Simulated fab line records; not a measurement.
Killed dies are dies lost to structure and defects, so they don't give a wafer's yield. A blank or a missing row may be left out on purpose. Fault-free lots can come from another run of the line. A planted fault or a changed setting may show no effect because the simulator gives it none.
fab line records	flow nand-harc
record: lots: 13	wafers: 39	last-day: 33
route steps=1302 shown P_M0@284 P_M1@293
lots with no fault: from the same line, run without faults
start-h: hours from the record's opening day to when the first of the lot's shown wafers began	wait-h: hours from the lot's prior step to this one	" repeats the value in the row above	L1.1+2: a row that stands for several wafers	- no value present, or no start provided	* or withheld: withheld	< > ~ a bound
route shown NAME@n: a module of which the file shows steps, and the number in the route of the first	usual: mean and standard deviation over wafers with no fault	same: alike in all rows	chamber/n: place in a boat	sites: the reading at each site	_std_site: the standard deviation of these	_edge_site: the outer-site mean with the inner-site mean subtracted	radius-mm: how far each site lies from the wafer's centre	mask NAME#n: copy n	behind: tool/chamber where the wafer was last shaped	hold: cause of the lot's hold/its duration in hours/its outcome	device: the transistor (n, p or np) that didn't switch	end of line: the route-end tests of the same wafers	a step with no rows: only its recipe	killed: the dies lost at the first sort to structure and to defects; this is not the yield of the wafer	map: the dies of a wafer, with x for killed, . for not killed, _ for no die there
set.NAME: the setting that was run; set.NAME@STEP: the one run at that earlier step	model.NAME: the simulator's own value behind a step, which no gauge read
the route's steps for a sample of lots (tables are steps, rows are wafers)
services: a tool's chamber out of use, with start hour (start-h, from the record's first day; less than 0 if before it), hours out, and reason
== steps ==
step: NHARC_P_M0_DEP_32
recipe: target-thk-a: 300	temp-c: 370	target-thk-nm: 30	pressure-torr: 3	flow-sccm: 200	rf-w: 450	material: SiCN
usual: heater-power-outer-w: 340/63	heater-power-w: 597/79	rf-fwd-power-W: 449.0/1.6
lot.wafer	tool	chamber	start-h	wait-h	heater-power-outer-w	heater-power-w	rf-fwd-power-W
L938.3	pecvd-02	0	128.25	0.1	300	565	447.3
L938.2	"	2	"	"	319	563	449.2
L938.6	"	0	"	"	306	576	449.8
L939.2	pecvd-04	0	132.00	0.1	310	598	449.2
L939.6	"	0	"	"	323	621	448.7
L939.5	"	2	"	"	348	542	448.8
L940.3	pecvd-01	1	148.99	0.1	255	477	448.2
L940.1	"	0	"	"	400	650	445.5
L940.5	"	1	"	"	258	492	450.5
L941.2	pecvd-04	1	150.56	0.1	346	593	447.1
L941.6	"	0	"	"	309	605	449.2
L941.5	"	1	"	"	343	589	449.4
L945.2	pecvd-04	0	190.40	0.1	370	696	447.9
L945.3	"	1	"	"	339	590	448.4
L945.5	"	1	"	"	340	599	449.0
L946.1	pecvd-01	0	201.71	0.1	411	658	450.3
L946.5	"	0	"	"	408	663	449.5
L946.4	"	2	"	"	279	526	449.3
L947.3	pecvd-01	0	208.53	0.1	475	742	447.7
L947.1	"	1	"	"	264	494	451.4
L947.6	"	0	"	"	478	748	448.3
L948.3	pecvd-01	2	220.57	0.1	330	598	449.3
L948.5	"	0	"	"	431	680	451.1
L948.6	"	1	"	"	319	567	451.8
L949.2	pecvd-01	0	237.39	0.1	491	800	449.6
L949.3	"	1	"	"	282	523	448.5
L949.1	"	2	"	"	328	582	452.2
L950.1	pecvd-02	2	242.72	0.1	264	499	450.4
L950.2	"	0	"	"	249	482	448.0
L950.6	"	0	"	"	251	497	447.7
L951.2	pecvd-01	0	270.02	0.1	486	790	452.3
L951.5	"	0	"	"	485	769	450.4
L951.6	"	1	"	"	295	528	452.2
L952.2	pecvd-01	1	271.51	0.1	333	557	450.3
L952.3	"	2	"	"	326	580	446.0
L952.1	"	0	"	"	492	778	450.3
L960.3	pecvd-01	2	346.65	0.1	310	576	450.0
L960.5	"	0	"	"	423	669	450.1
L960.4	"	1	"	"	338	578	450.4
step: NHARC_P_M1_PEB_07
recipe: peb-temp-c: 100	peb-time-s: 65
usual: chill-plate-temp-C: 23.00/0.1	exhaust-pa: 44.9/0.87	plate-temp-C: 100.03/0.12
lot.wafer	tool	chamber	start-h	wait-h	chill-plate-temp-C	exhaust-pa	plate-temp-C
L938.2	litho-track-06	0	129.41	0.1	22.82	46.0	100.14
L938.3	"	0	"	"	23.02	44.1	100.01
L938.6	"	0	"	"	23.05	46.0	99.98
L939.2	litho-track-01	0	133.02	0.1	23.11	45.6	100.06
L939.5	"	0	"	"	23.06	45.2	100.25
L939.6	"	0	"	"	22.98	46.2	100.11
L940.1	litho-track-01	0	150.04	0.1	22.99	44.7	100.18
L940.3	"	0	"	"	22.95	45.5	100.36
L940.5	"	0	"	"	23.03	45.6	100.14
L941.2	litho-track-04	0	151.69	0.1	23.11	43.5	100.18
L941.5	"	0	"	"	23.06	43.9	100.02
L941.6	"	0	"	"	23.07	43.4	99.89
L945.2	litho-track-01	0	191.55	0.1	23.07	46.3	100.03
L945.3	"	0	"	"	23.00	45.2	100.14
L945.5	"	0	"	"	23.04	45.5	100.11
L946.1	litho-track-01	0	202.75	0.1	22.94	45.8	100.01
L946.4	"	0	"	"	22.94	45.7	100.08
L946.5	"	0	"	"	22.94	45.3	100.17
L947.1	litho-track-01	0	209.70	0.1	22.88	45.7	100.00
L947.3	"	0	"	"	22.97	45.3	100.10
L947.6	"	0	"	"	22.87	44.7	100.01
L948.3	litho-track-01	0	221.74	0.0	22.99	45.3	100.07
L948.5	"	0	"	"	22.98	43.6	100.05
L948.6	"	0	"	"	23.12	43.8	100.16
L949.1	litho-track-01	0	238.55	0.1	22.97	45.6	100.01
L949.2	"	0	"	"	23.20	45.8	100.18
L949.3	"	0	"	"	23.05	45.6	100.05
L950.1	litho-track-01	0	243.82	0.1	23.10	44.7	99.94
L950.2	"	0	"	"	22.94	44.8	100.10
L950.6	"	0	"	"	22.74	44.5	100.16
L951.2	litho-track-01	0	271.15	0.1	22.79	44.7	99.98
L951.5	"	0	"	"	22.98	44.2	100.04
L951.6	"	0	"	"	23.11	43.7	99.82
L952.1	litho-track-06	-	272.56	0.1	-	-	-
L952.2	"	-	"	"	-	-	-
L952.3	"	-	"	"	-	-	-
L960.3	litho-track-06	0	347.82	0.0	22.94	45.0	100.08
L960.4	"	0	"	"	22.87	46.6	99.94
L960.5	"	0	"	"	23.11	45.3	99.88
step: NHARC_P_M1_ETCH_35
recipe: target-depth-a: 400	overetch-a: 120	time-s: 43.94	ion-energy-ev: 200	n2-flow-sccm: 150	h2-flow-sccm: 150	ar-flow-sccm: 0	rf-w: 400	bias-w: 150	chemistry: N2/H2
usual: drypump-motor-current-A: 5.9/0.33	mfc-ar-sccm: 0.008/0.0083	oes-product-au: 0.999/0.01	rf-fwd-power-W: 395.5/1.6	rf-vpp-V: 430.5/2.7	showerhead-plenum-p-Torr: 2.04/0.087	throttle-valve-pct: 14.172/0.0095
lot.wafer	tool	chamber	start-h	wait-h	drypump-motor-current-A	mfc-ar-sccm	oes-product-au	rf-fwd-power-W	rf-hours-counter-h	rf-vpp-V	showerhead-plenum-p-Torr	throttle-valve-pct
L938.3	rie-diel-11	0	129.76	0.1	5.8	0	1.002	394.1	2	435.8	2.19	14.160
L938.2	"	2	"	"	6.1	0.018	0.982	394.7	3	425.6	1.92	14.149
L938.6	"	1	"	"	5.5	0.001	0.998	394.5	-	433.5	2.09	14.171
L939.2	rie-diel-11	0	133.38	0.1	5.8	0	0.997	396.2	3	434.4	2.19	14.170
L939.5	"	2	"	"	6.1	0.018	0.987	397.1	-	426.2	1.92	14.174
L939.6	"	3	"	"	5.9	0	0.994	398.0	-	429.8	1.99	14.168
L940.1	rie-diel-11	2	150.39	0.1	6.1	0.018	0.982	396.2	4	427.7	1.92	14.154
L940.3	"	0	"	"	5.8	0	1.000	395.0	3	433.8	2.19	14.166
L940.5	"	1	"	"	5.5	0.001	0.988	394.1	-	432.1	2.09	14.165
L941.2	rie-diel-06	3	152.06	0.1	6.5	0	0.985	398.3	1	429.2	2.01	14.170
L941.6	"	1	"	"	5.6	0.007	1.004	393.5	-	434.1	2.15	14.168
L941.5	"	2	"	"	5.8	0.021	1.004	396.8	-	427.1	1.96	14.179
L945.2	rie-diel-11	2	191.91	0.1	6.1	0.018	0.991	394.7	7	426.4	1.92	14.182
L945.3	"	3	"	"	6.0	0	0.993	396.9	7	429.3	1.99	14.178
L945.5	"	0	"	"	5.8	0	1.007	397.5	-	434.6	2.19	14.196
L946.4	rie-diel-06	1	203.10	0.1	5.6	0.007	1.020	394.5	5	432.4	2.14	14.180
L946.1	"	0	"	"	5.9	0.015	1.009	393.3	5	429.2	2.01	14.166
L946.5	"	1	"	"	5.6	0.007	1.019	394.4	-	434.0	2.15	14.180
L947.1	rie-diel-09	0	210.06	0.1	6.3	0.008	1.016	392.9	17	428.2	2.00	14.172
L947.3	"	1	"	"	5.3	0	1.009	395.7	16	429.9	2.00	14.171
L947.6	"	0	"	"	6.3	0.008	1.013	394.6	-	429.4	2.00	14.189
L948.3	rie-diel-06	0	222.11	0.1	6.0	0.015	1.002	393.3	7	430.4	2.01	14.160
L948.5	"	1	"	"	5.6	0.007	1.003	395.1	-	433.9	2.14	14.174
L948.6	"	2	"	"	5.8	0.021	1.003	398.4	-	429.8	1.96	14.157
L949.2	rie-diel-06	3	238.90	0.1	6.5	0	0.999	397.1	9	430.4	2.01	14.171
L949.1	"	0	"	"	6.0	0.015	1.003	393.8	9	429.6	2.01	14.173
L949.3	"	1	"	"	5.6	0.007	1.008	393.9	9	433.1	2.14	14.162
L950.1	rie-diel-06	2	244.17	0.1	5.8	0.021	1.001	396.0	8	428.5	1.96	14.176
L950.2	"	3	"	"	6.5	0	0.992	397.6	9	429.8	2.01	14.174
L950.6	"	2	"	"	5.8	0.021	1.001	397.6	-	429.0	1.96	14.175
L951.2	rie-diel-11	1	271.50	0.1	5.5	0.001	0.979	395.6	1	432.0	2.09	14.164
L951.5	"	0	"	"	5.8	0	0.997	395.7	-	434.8	2.18	14.180
L951.6	"	1	"	"	5.5	0.001	0.985	396.2	-	431.7	2.09	14.170
L952.2	rie-diel-11	2	272.91	0.1	6.1	0.018	0.986	394.1	1	425.6	1.92	14.172
L952.3	"	3	"	"	6.0	0	0.973	396.9	1	429.7	1.99	14.175
L952.1	"	0	"	"	5.8	0	0.997	394.8	1	434.4	2.18	14.192
L960.4	rie-diel-11	2	348.17	0.1	6.1	0.018	0.984	395.8	5	425.7	1.92	14.174
L960.3	"	0	"	"	5.8	0	0.989	396.7	5	434.4	2.18	14.158
L960.5	"	2	"	"	6.1	0.018	0.985	395.9	-	425.7	1.92	14.177
step: NHARC_P_M1_PVD_20
recipe: target-thk-a: 50	bias-v: 168.6	power-w: 15000	chamber-pressure-pa: 0.12	time-s: 8.06	substrate-temp-c: 50	material: TaN
usual: throttle-valve-pct: 30.3/1.2
lot.wafer	tool	chamber	start-h	wait-h	throttle-valve-pct
L938.3	pvd-sputter-03	-	-	-	27.6
L938.2	"	-	"	"	29.9
L938.6	"	-	"	"	31.1
L939.2	pvd-sputter-01	-	-	-	30.9
L939.5	"	-	"	"	31.2
L939.6	"	-	"	"	28.5
L940.3	pvd-sputter-01	-	-	-	30.9
L940.1	"	-	"	"	28.4
L940.5	"	-	"	"	30.8
L941.2	pvd-sputter-02	-	-	-	31.8
L941.5	"	-	"	"	31.3
L941.6	"	-	"	"	30.6
L945.2	pvd-sputter-01	-	-	-	29.0
L945.3	"	-	"	"	28.4
L945.5	"	-	"	"	28.9
L946.1	pvd-sputter-03	-	-	-	31.2
L946.4	"	-	"	"	28.4
L946.5	"	-	"	"	31.1
L947.1	pvd-sputter-02	-	-	-	31.1
L947.3	"	-	"	"	31.0
L947.6	"	-	"	"	30.9
L948.3	pvd-sputter-03	-	-	-	31.5
L948.6	"	-	"	"	31.0
L948.5	"	-	"	"	28.9
L949.1	pvd-sputter-01	-	-	-	28.3
L949.2	"	-	"	"	28.8
L949.3	"	-	"	"	30.3
L950.2	pvd-sputter-02	-	-	-	30.7
L950.1	"	-	"	"	31.7
L950.6	"	-	"	"	31.3
L951.2	pvd-sputter-01	-	-	-	30.5
L951.6	"	-	"	"	30.1
L951.5	"	-	"	"	30.3
L952.1	pvd-sputter-02	-	-	-	31.0
L952.2	"	-	"	"	30.4
L952.3	"	-	"	"	32.1
L960.4	pvd-sputter-02	-	-	-	30.9
L960.3	"	-	"	"	31.0
L960.5	"	-	"	"	31.0
== services ==
tool	chamber	start-h	hours	kind
pvd-sputter-02	-	105.95	2.0	repair
pvd-sputter-02	-	125.17	10.0	pm
pecvd-01	-	130.00	13.0	pm
pecvd-04	-	133.15	1.0	repair
litho-track-01	-	155.00	7.0	pm
rie-diel-11	1	156.14	4.6	repair
pvd-sputter-01	-	158.23	3.5	repair
pvd-sputter-03	-	170.04	10.0	pm
litho-track-06	-	179.00	7.0	pm
pvd-sputter-02	-	183.34	5.3	repair
rie-diel-06	2	187.04	6.6	repair
rie-diel-11	3	210.10	14.5	repair
rie-diel-06	3	224.66	6.1	repair
pvd-sputter-01	-	226.00	10.0	pm
rie-diel-11	-	230.15	0.6	repair
rie-diel-11	-	255.50	9.0	pm
pvd-sputter-01	-	277.62	1.1	repair
rie-diel-11	-	284.70	0.7	repair
pvd-sputter-02	-	303.17	10.0	pm
rie-diel-06	-	307.35	9.0	pm
pecvd-01	-	311.00	13.0	pm
rie-diel-11	0	317.47	5.4	repair
litho-track-01	-	330.00	7.0	pm
pecvd-01	-	341.16	1.4	repair
== key ==
first-sign: step: NHARC_P_M1_PEB_07	reading: tool-record	direction: missing
effect none on later readings
met-at NHARC_P_M1_PEB_07
struck-lots L952
later-rows-left-out L952.1,L952.2,L952.3
sort-left-out L952.1,L952.2,L952.3
not-acting-at NHARC_P_M0_DEP_32,NHARC_P_M1_ETCH_35,NHARC_P_M1_PVD_20
onset-between 271.15 272.56
fault: kind: skipped-step-whole	tool: litho-track-01,litho-track-06	chamber: -	onset-h: 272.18	steps: NHARC_P_M1_PEB_07	scope: struck-lots-only
sort-left-out: the simulated sort isn't trusted on such a fault, so these wafers' sort isn't shown, and their yield isn't known
later-rows-left-out: the simulator's readings of these wafers behind a module that went badly wrong aren't trusted and aren't shown, but for the sort
